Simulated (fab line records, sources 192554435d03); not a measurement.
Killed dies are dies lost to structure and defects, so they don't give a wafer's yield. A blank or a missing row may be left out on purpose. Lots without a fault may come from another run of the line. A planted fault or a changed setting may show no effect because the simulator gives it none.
fab line records | flow n5_finfet
record lots=10 wafers=28 last_day=19
route steps=1938 shown BEOL_M4@1046 PASSIVATION@1936
lots that met no fault: from a run of the same line without faults
start_h: hours from the record's first day to the start of the lot's first wafer shown | wait_h: hours since the lot's step before | " the same as in the row above | L1.1+2: a row that stands for several wafers | - no value, or no start given | * or withheld: withheld | < > ~ a bound
route shown NAME@n: a module of which the file shows steps, and the number in the route of the first | usual: mean/standard deviation of fault-free wafers | same: alike in all rows | chamber/n: place in a boat | sites: the reading at each site | _std_site: their standard deviation | _edge_site: outer sites' mean less inner sites' | radius_mm: how far each site lies from the wafer's centre | mask NAME#n: copy n | behind: the tool/chamber that last shaped the wafer | hold: why the lot was held/for how many hours/how that ended | device: the transistor (n, p or np) that didn't switch | end of line: the same wafers' tests at the end of the route | a step without rows: its recipe alone | killed: dies lost to structure and defects at the first sort, not the wafer's yield | map: a wafer's dies, x killed, . not, _ none there
set.NAME: the setting as run; set.NAME@STEP: as run at that earlier step | model.NAME: the simulator's own value behind a step, which no gauge read
steps of the route over a sample of lots; a table a step, a row a wafer
services: from which hour (start_h, from the record's first day; less than 0 if before it) a tool's chamber was out of use, for how many hours, and why
## steps
# step N5_BEOL_M4_CD_MEAS_18
# recipe pitch_nm=36 target_cd_nm=18
# usual cd_nm=17.9/0.4
# columns lot.wafer tool chamber start_h wait_h cd_nm
L843.1 cd_sem-03 - 188.74 0.0 17.3
L843.2 " - " " 17.4
L843.6 " - " " 17.3
L844.3 cd_sem-01 - 192.00 0.1 18.3
L844.4 " - " " 17.9
L844.6 " - " " 18.3
L850.1 cd_sem-01 - 236.46 0.0 17.9
L850.2 " - " " 17.6
L850.6 " - " " 17.7
L853.2 cd_sem-02 - 247.88 0.1 17.6
L853.3 " - " " 18.5
L853.6 " - " " 17.8
L857.1 cd_sem-02 - 260.20 0.0 18.0
L857.4 " - " " 18.2
L857.5 " - " " 17.8
L854.3 cd_sem-01 - 260.73 0.1 18.2
L854.4 " - " " 17.6
L854.6 " - " " 17.7
L856.1 cd_sem-02 - 267.41 0.0 18.1
L856.4 " - " " 18.5
L859.2 cd_sem-02 - 273.96 0.1 18.2
L859.5 " - " " 18.1
L859.6 " - " " 18.2
L861.4 cd_sem-02 - 293.01 0.1 17.5
L861.5 " - " " 18.5
L860.1 cd_sem-03 - 304.24 0.0 18.3
L860.3 " - " " 18.1
L860.4 " - " " 18.3
# step N5_BEOL_M4_CD_MEAS_28
# recipe target_cd_nm=26.2 landing_energy_ev=500 detector=se_inlens target_cd_y_nm=24.1 polarity=opening
# usual cd_nm=26.25/0.28
# columns lot.wafer tool chamber start_h wait_h cd_nm
L843.1 cd_sem-01 0 189.18 - 26.47
L843.2 " 0 " " 26.16
L843.6 " 0 " " 26.77
L844.3 cd_sem-02 0 192.32 - 26.48
L844.4 " 0 " " 26.81
L844.6 " 0 " " 26.58
L850.1 cd_sem-03 0 236.78 - 26.58
L850.2 " 0 " " 26.05
L850.6 " 0 " " 26.61
L853.2 cd_sem-03 0 248.32 - 26.11
L853.3 " 0 " " 26.19
L853.6 " 0 " " 26.46
L857.1 cd_sem-01 0 260.68 - 26.05
L857.4 " 0 " " 25.82
L857.5 " 0 " " 26.44
L854.3 cd_sem-01 0 261.17 - 26.18
L854.4 " 0 " " 25.87
L854.6 " 0 " " 25.71
L856.1 cd_sem-03 0 267.73 - 25.69
L856.4 " 0 " " 25.89
L859.2 cd_sem-02 0 274.29 - 26.62
L859.5 " 0 " " 26.18
L859.6 " 0 " " 25.78
L861.4 cd_sem-03 0 293.45 - 25.92
L861.5 " 0 " " 25.91
L860.1 cd_sem-03 0 304.68 - 26.02
L860.3 " 0 " " 26.51
L860.4 " 0 " " 26.40
# step N5_BEOL_M4_ETCH_41
# recipe chemistry=CH3F/O2 target=SiCN target_depth_a=299 taper_deg=2 time_s=52.5 ion_energy_ev=120 mask_material=TiN pressure_mtorr=30 source_w=395 bias_w=75 Ar_flow_sccm=150 CH3F_flow_sccm=30 O2_flow_sccm=20
# usual bias_w=74.97/0.25 chamber_pressure_mTorr=29.998/0.029 drypump_motor_current_A=5.9/0.42 oes_product_au=0.77/0.072 rf_vpp_V=297.4/1.3 showerhead_plenum_p_Torr=2.00/0.055 throttle_valve_pct=16.38/0.23
# columns lot.wafer tool chamber start_h wait_h bias_w chamber_pressure_mTorr drypump_motor_current_A oes_product_au rf_hours_counter_h rf_vpp_V showerhead_plenum_p_Torr throttle_valve_pct
L843.1 rie_diel-06 1 190.73 - 74.51 29.985 6.5 0.68 242 298.3 2.06 16.67
L843.2 " 0 " " 75.03 29.961 5.8 0.79 125 299.9 2.10 16.37
L843.6 " 1 " " 74.59 29.959 6.5 0.70 - 297.9 2.06 16.68
L844.3 rie_diel-03 1 211.24 - 74.76 30.010 5.4 0.81 84 298.8 2.03 16.50
L844.4 " 2 " " 75.32 29.973 5.4 0.70 192 297.6 1.97 16.11
L844.6 " 0 " " 74.84 29.976 6.1 0.71 - 296.6 2.01 16.76
L850.1 rie_diel-06 2 238.67 - 74.84 29.975 5.4 0.90 215 295.7 1.97 16.31
L850.2 " 0 " " 75.24 29.978 5.7 0.99 142 299.7 2.10 16.40
L850.6 " 0 " " 75.41 29.982 5.7 0.98 - 300.8 2.10 16.42
L853.2 rie_diel-06 1 249.21 - 75.15 30.021 6.5 1.23 3 299.1 2.05 16.21
L853.3 " 2 " " 74.89 30.001 5.4 0.89 218 296.6 1.97 16.30
L853.6 " 0 " " 75.04 30.012 5.7 0.97 - 299.3 2.09 16.42
L857.1 rie_diel-01 0 262.63 - 75.17 30.048 6.4 0.73 170 298.9 2.07 16.44
L857.4 " 2 " " 75.30 30.011 6.2 0.86 - 297.1 2.03 16.42
L857.5 " 1 " " 74.98 30.053 5.9 0.69 - 294.5 1.91 16.47
L854.3 rie_diel-03 1 264.65 - 74.89 29.977 5.5 0.80 102 297.6 2.02 16.52
L854.4 " 2 " " 74.55 29.964 5.4 0.70 210 296.5 1.96 16.15
L854.6 " 1 " " 75.27 29.956 5.5 0.79 - 298.5 2.02 16.53
L856.1 rie_diel-03 3 271.19 - 75.12 30.024 6.3 0.81 109 295.9 1.93 15.95
L856.4 " 1 " " 74.55 30.019 5.5 0.79 104 298.1 2.02 16.53
L859.2 rie_diel-03 1 279.99 - 75.04 30.010 5.4 0.78 107 297.2 2.02 16.54
L859.5 " 2 " " 75.25 30.017 5.4 0.68 - 296.9 1.96 16.15
L859.6 " 1 " " 74.97 29.953 5.4 0.78 - 298.2 2.02 16.53
L861.4 rie_diel-01 1 296.18 - 74.79 30.035 6.0 0.68 214 295.2 1.91 16.51
L861.5 " 0 " " 74.82 29.966 6.4 0.72 - 298.7 2.06 16.45
L860.1 rie_diel-03 3 310.06 - 74.81 30.042 6.3 0.80 122 297.3 1.92 15.98
L860.3 " 2 " " 75.18 29.985 5.4 0.69 224 295.2 1.96 16.16
L860.4 " 1 " " 75.26 30.044 5.4 0.76 116 297.7 2.02 16.56
# step N5_BEOL_M4_PRE_CLEAN_45
# recipe gas=H2/He time_s=30 temp_c=250
# usual heater_power_w=341/47
# columns lot.wafer tool chamber start_h wait_h heater_power_w
L843.1 pvd_sputter-02 - 191.40 0.0 360
L843.2 " - " " 410
L843.6 " - " " 304
L844.3 pvd_sputter-03 - 211.73 0.0 314
L844.4 " - " " 314
L844.6 " - " " 315
L850.1 pvd_sputter-02 - 239.05 0.0 401
L850.2 " - " " 294
L850.6 " - " " 398
L853.2 pvd_sputter-02 - 249.68 0.0 342
L853.3 " - " " 301
L853.6 " - " " 356
L857.1 pvd_sputter-02 - 263.69 0.0 407
L857.4 " - " " 358
L857.5 " - " " 281
L854.3 pvd_sputter-01 - 265.63 0.0 454
L854.4 " - " " 306
L854.6 " - " " 350
L856.1 pvd_sputter-03 - 272.01 0.0 320
L856.4 " - " " 359
L859.2 pvd_sputter-03 - 280.57 0.0 358
L859.5 " - " " 316
L859.6 " - " " 314
L861.4 pvd_sputter-02 - 297.00 0.0 412
L861.5 " - " " 300
L860.1 pvd_sputter-02 - 310.70 0.0 302
L860.3 " - " " 387
L860.4 " - " " 279
# step N5_BEOL_M4_RC_MEAS_101
# usual DIBL_N=36.6/2.1 DIBL_P=36.5/2.7 IOFF_N=0.17/0.043 IOFF_P=0.22/0.045 ION_N=674/17 ION_P=461/9.9 SS_N=71.7/0.79 SS_P=73.4/0.79 VT_N=249/4 VT_P=-250/3.3
# columns lot.wafer tool chamber start_h wait_h DIBL_N[mV/V] DIBL_P[mV/V] IOFF_N[nA/um] IOFF_P[nA/um] ION_N[uA/um] ION_P[uA/um] SS_N[mV/dec] SS_P[mV/dec] VT_N[mV] VT_P[mV]
L843.1 prober-01 0 194.77 0.0 39.7 39.8 0.19 0.27 657 452 71.8 75.0 249 -248
L843.2 " 0 " " 36.1 32.2 0.13 0.15 644 439 70.9 72.2 254 -255
L843.6 " 0 " " 35.1 33.3 0.12 0.17 645 449 70.6 72.6 254 -255
L844.3 prober-02 0 215.73 0.3 39.5 41.3 0.25 0.30 692 469 73.0 74.9 244 -246
L844.4 " 0 " " 39.0 40.2 0.25 0.30 689 468 72.0 74.1 242 -245
L844.6 " 0 " " 37.1 36.6 0.20 0.23 687 465 72.0 73.9 248 -246
L850.1 prober-02 0 242.47 0.0 35.8 35.8 0.15 0.18 688 468 72.0 73.0 251 -252
L850.2 " 0 " " 35.8 36.8 0.16 0.19 660 452 71.7 73.8 247 -252
L850.6 " 0 " " 36.0 34.5 0.15 0.17 671 451 72.4 73.3 252 -252
L853.2 prober-02 0 253.65 0.2 34.3 33.8 0.13 0.17 665 460 71.2 74.0 250 -251
L853.3 " 0 " " 39.3 40.0 0.23 0.26 699 466 72.1 74.0 242 -248
L853.6 " 0 " " 37.2 37.4 0.18 0.22 682 461 71.0 73.3 248 -249
L857.1 prober-01 0 267.84 0.0 37.2 37.6 0.17 0.22 658 452 71.1 74.0 250 -249
L857.4 " 0 " " 38.0 39.5 0.20 0.25 682 465 72.1 73.7 245 -248
L857.5 " 0 " " 35.6 34.8 0.15 0.18 673 455 71.3 73.8 251 -250
L854.3 prober-01 0 269.98 0.3 39.8 41.0 0.22 0.27 696 465 72.8 74.6 245 -246
L854.4 " 0 " " 36.4 36.3 0.14 0.19 658 452 71.2 72.9 255 -252
L854.6 " 0 " " 31.1 30.7 0.09 0.13 644 447 69.8 72.0 257 -255
L856.1 prober-02 0 275.77 0.0 37.5 37.3 0.21 0.22 678 460 71.7 73.9 244 -250
L856.4 " 0 " " 36.2 36.1 0.18 0.20 699 469 71.6 73.4 246 -250
L859.2 prober-02 0 284.37 0.2 35.6 35.6 0.15 0.19 665 447 71.4 73.5 252 -254
L859.5 " 0 " " 35.8 36.1 0.16 0.19 681 456 71.3 73.6 250 -254
L859.6 " 0 " " 37.1 37.1 0.19 0.22 673 449 72.3 73.9 246 -253
L860.1 prober-02 0 314.36 0.0 36.5 38.2 0.16 0.23 661 455 71.5 74.0 251 -251
L860.3 " 0 " " 40.9 43.3 0.30 0.37 712 483 72.4 75.4 240 -245
L860.4 " 0 " " 36.9 38.2 0.18 0.23 682 462 71.4 74.2 247 -251
L861.4 prober-02 0 340.96 0.5 34.8 32.7 0.12 0.14 672 456 70.9 72.0 254 -254
L861.5 " 0 " " 33.9 32.3 0.10 0.14 645 446 70.4 72.4 257 -256
# step N5_PASSIVATION_PROBE_49
# usual defect_limited_yield=91.5/1.7 killed_at_M0_to_M3=33/11 killed_at_M4_up=13/5.2 killed_at_contacts=11/5.7 killed_at_front_end=39/11 killed_at_other=4/3 killed_dies=101/20 killed_open=66/15 killed_short=33/8.4 sort_bin_4_leakage=0.01/0.073 sort_bin_5_function=5.0/1.1 sort_bin_6_memory=3.2/0.69 sort_bin_8_speed=0.1/0.52 sort_n_pass=1078/20 sort_yield_pct=91.4/1.7
# same gross_dies=1180 killed_at_back_side=0
# columns lot.wafer tool chamber start_h wait_h defect_limited_yield[%] killed_at_M0_to_M3 killed_at_M4_up killed_at_contacts killed_at_front_end killed_at_other killed_dies killed_open killed_short sort_bin_4_leakage[%] sort_bin_5_function[%] sort_bin_6_memory[%] sort_bin_8_speed[%] sort_n_pass sort_yield_pct[%]
L857.1 prober-01 - 378.54 0.0 93.5 21 6 5 39 6 77 36 33 0 3.7 1.9 0 1103 93.5
L857.4 prober-01 - 378.69 0.2 90.2 52 19 9 28 8 116 63 51 0 5.8 3.5 0 1064 90.2
L857.5 prober-01 - 378.74 0.2 93.3 24 12 4 34 5 79 65 13 0 3.6 2.9 0 1101 93.3
# killed by level:class
L857.1 HKMG_FIN:area_etch=8 FIN_SAQP:geometric_particle:short=7 BEOL_M0_SAQP:geometric_particle:short=7 STI_FIN_REVEAL:geometric_particle:open=6 MOL_CONTACT_COAG:geometric_particle:open=5 BEOL_M0_SAQP:geometric_particle:open=5 STI_FIN_REVEAL:geometric_particle:short=3 DUMMY_GATE:geometric_particle:open=3
L857.4 BEOL_M0_SAQP:geometric_particle:short=18 BEOL_M4:geometric_particle:open=11 BEOL_M0_SAQP:geometric_particle:open=10 STI_FIN_REVEAL:geometric_particle:open=9 STARTING-WAFER:geometric_particle:short=7 MOL_CONTACT_COAG:geometric_particle:open=6 BEOL_M1:geometric_particle:open=6 BEOL_M2:geometric_particle:open=5
L857.5 BEOL_M0_SAQP:geometric_particle:open=10 STI_FIN_REVEAL:geometric_particle:open=8 FIN_SAQP:geometric_particle:open=7 BEOL_M4:geometric_particle:open=7 BEOL_M3:geometric_particle:open=6 FIN_SAQP:geometric_particle:short=5 MOL_CONTACT_COAG:geometric_particle:open=4 STARTING-WAFER:geometric_particle:open=4
## services
# columns tool chamber start_h hours kind
rie_diel-06 1 220.53 - clean
rie_diel-06 1 220.53 - consumable_replace:focus_ring
rie_diel-06 1 220.53 20.2 scheduled_down
rie_diel-06 1 220.53 20.2 vent_cycle
rie_diel-03 - 222.26 2.8 pm
rie_diel-01 3 255.63 - clean
rie_diel-01 3 255.63 - consumable_replace:focus_ring
rie_diel-01 3 255.63 20.5 scheduled_down
rie_diel-01 3 255.63 20.5 vent_cycle
rie_diel-06 3 307.81 6.7 repair
## key
first_sign step=N5_BEOL_M4_ETCH_41 reading=oes_product_au direction=up sigmas=3.2 usual=0.77 struck=0.99
effect none on later readings
met_at N5_BEOL_M4_ETCH_41
struck_lots L850,L853
not_acting_at N5_BEOL_M4_CD_MEAS_18,N5_BEOL_M4_CD_MEAS_28,N5_BEOL_M4_PRE_CLEAN_45
onset_between 190.73 238.67
fault kind=process_parameter_drift tool=rie_diel-06 chamber=- onset_h=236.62 steps=N5_BEOL_M4_ETCH_41 channel=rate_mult offset=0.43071 shape=step end_h=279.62
